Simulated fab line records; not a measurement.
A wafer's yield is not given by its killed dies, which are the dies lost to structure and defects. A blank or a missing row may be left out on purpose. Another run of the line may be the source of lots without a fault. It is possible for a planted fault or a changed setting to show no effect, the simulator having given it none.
Chamber matching + flow n5_finfet + 4 sister chambers for N5_BEOL_M11_ETCH_62 on rie_diel-06
The step etches SOC in N2/H2, target depth 110 nm, overetch 22 nm, time 165 s. 4 wafers are shown with their chamber, then 12 later ones without.

## WAFERS WITH THEIR CHAMBER
| wafer  | chamber | showerhead_plenum_p_Torr (Torr) |
|--------|---------|---------------------------------|
| L088.5 | 2       | 2.51                            |
| L091.3 | 1       | 2.41                            |
| L089.5 | 0       | 2.46                            |
| L092.1 | 3       | 2.41                            |

## WAFERS WHOSE CHAMBER IS MISSING
| wafer  | showerhead_plenum_p_Torr (Torr) |
|--------|---------------------------------|
| L092.2 | 2.51                            |
| L092.3 | 2.46                            |
| L092.4 | 2.51                            |
| L092.5 | 2.41                            |
| L092.6 | 2.46                            |
| L095.1 | 2.40                            |
| L095.2 | 2.50                            |
| L095.3 | 2.45                            |
| L095.4 | 2.46                            |
| L095.5 | 2.50                            |
| L095.6 | 2.40                            |
| L096.6 | 2.50                            |

## WHICH CHAMBER EACH ONE RAN IN
| wafer  | from the rows above     | in truth |
|--------|-------------------------|----------|
| L092.2 | 2                       | 2        |
| L092.3 | 0                       | 0        |
| L092.4 | 2                       | 2        |
| L092.5 | can't be placed: 1 or 3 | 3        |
| L092.6 | 0                       | 0        |
| L095.1 | can't be placed: 1 or 3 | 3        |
| L095.2 | 2                       | 2        |
| L095.3 | 0                       | 0        |
| L095.4 | 0                       | 0        |
| L095.5 | 2                       | 2        |
| L095.6 | can't be placed: 1 or 3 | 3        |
| L096.6 | 2                       | 2        |
9 of 12 placed correctly. Cannot be placed on the basis of these rows: 3; the candidates contain the true chamber in 3. Number placed wrongly: 0.
How it was worked out, from the rows above alone: a wafer's distance from a chamber is the root of the sum, over the readings, of the square of ((its reading less the chamber's mean) divided by the reading's scatter). The wafer belongs to the nearest chamber; if the next one is less than 2 further off, it can't be placed. Each chamber's mean is taken over the wafers shown for it. The scatter: with one shown wafer a chamber, the root of the mean of the squares of how far each hidden wafer lies from its nearest shown one.
